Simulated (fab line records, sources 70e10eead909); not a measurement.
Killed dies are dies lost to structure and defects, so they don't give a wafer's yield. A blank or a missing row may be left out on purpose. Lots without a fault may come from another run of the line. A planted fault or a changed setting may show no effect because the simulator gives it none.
Chamber matching | flow nand_harc | NHARC_P_M0_PRE_CLEAN_31 on pecvd-01: 3 sister chambers
The step time 12 s. 6 wafers are shown with their chamber, then 7 later ones without.

WAFERS WITH THEIR CHAMBER
wafer  | chamber | heater_power_w (W) | heater_power_outer_w (W)
L079.4 | 0       | 684                | 394
L083.1 | 1       | 568                | 316
L083.4 | 0       | 726                | 432
L083.6 | 2       | 440                | 230
L089.2 | 2       | 517                | 270
L089.3 | 1       | 657                | 379

WAFERS WITHOUT THEIR CHAMBER
wafer  | heater_power_w (W) | heater_power_outer_w (W)
L089.6 | 510                | 280
L095.1 | 628                | 347
L095.2 | 721                | 411
L095.5 | 613                | 358
L094.1 | 645                | 370
L094.2 | 679                | 395
L094.5 | 513                | 291

WHICH CHAMBER EACH WENT THROUGH
wafer  | from the rows above     | in truth
L089.6 | can't be placed: 2 or 1 | 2
L095.1 | 1                       | 1
L095.2 | 0                       | 0
L095.5 | 1                       | 1
L094.1 | can't be placed: 1 or 0 | 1
L094.2 | can't be placed: 0 or 1 | 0
L094.5 | can't be placed: 2 or 1 | 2
Placed correctly: 3 of 7. Can't be placed from these rows: 4 (the true chamber is among the candidates in 4). Placed wrongly: 0.
How it was worked out, from the rows above alone: a wafer's distance from a chamber is the root of the sum, over the readings, of the square of ((its reading less the chamber's mean) divided by the reading's scatter). The wafer belongs to the nearest chamber; if the next one is less than 2 further off, it can't be placed. A chamber's mean is the mean of its shown wafers. The scatter: the root of (the sum of the squares of (reading less its chamber's mean) over the shown wafers, divided by (wafers less chambers)).
